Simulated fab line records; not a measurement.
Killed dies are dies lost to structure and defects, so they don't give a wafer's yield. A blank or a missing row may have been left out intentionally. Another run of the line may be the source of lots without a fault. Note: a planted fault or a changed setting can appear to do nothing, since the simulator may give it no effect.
Chamber matching + flow nandHarc + aldHk-03 running NHARC_A_STAIRCASE_ALD_420: 4 sister chambers
The step deposits SiO2, target thk 20 nm, pulse time 6 s, ald cycles 200. 4 wafers are shown with their chamber, then 7 later ones without.

== EACH WAFER AND ITS CHAMBER ==
| wafer  | chamber | heaterPowerW (W) |
|--------|---------|------------------|
| L078.5 | 2       | 408              |
| L081.5 | 3       | 477              |
| L082.2 | 1       | 540              |
| L082.3 | 0       | 476              |

== WAFERS MISSING THEIR CHAMBER ==
| wafer  | heaterPowerW (W) |
|--------|------------------|
| L082.5 | 474              |
| L088.1 | 420              |
| L088.2 | 524              |
| L088.3 | 473              |
| L088.4 | 467              |
| L088.5 | 474              |
| L088.6 | 431              |

== WHICH CHAMBER EACH ONE RAN IN ==
| wafer  | from the rows above          | in truth |
|--------|------------------------------|----------|
| L082.5 | can't be placed: 0 or 3      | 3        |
| L088.1 | 2                            | 2        |
| L088.2 | 1                            | 1        |
| L088.3 | can't be placed: 0 or 3      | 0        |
| L088.4 | can't be placed: 0 or 3      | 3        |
| L088.5 | can't be placed: 0 or 3      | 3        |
| L088.6 | can't be placed: 2 or 0 or 3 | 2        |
Correct placement for 2 of the 7. Unplaceable from these rows: 5, with the true chamber sitting among the candidates in 5. Number placed wrongly: 0.
How it was worked out, from the rows above alone: a wafer's distance from a chamber is the root of the sum, over the readings, of the square of ((its reading less the chamber's mean) divided by the reading's scatter). If the next closest chamber is less than 2 further off than the closest, the wafer can't be placed; otherwise it belongs to the closest. Each chamber's mean is taken over the wafers shown for it. The scatter: root of mean squared gap, hidden wafer to nearest shown wafer, with one shown wafer a chamber.
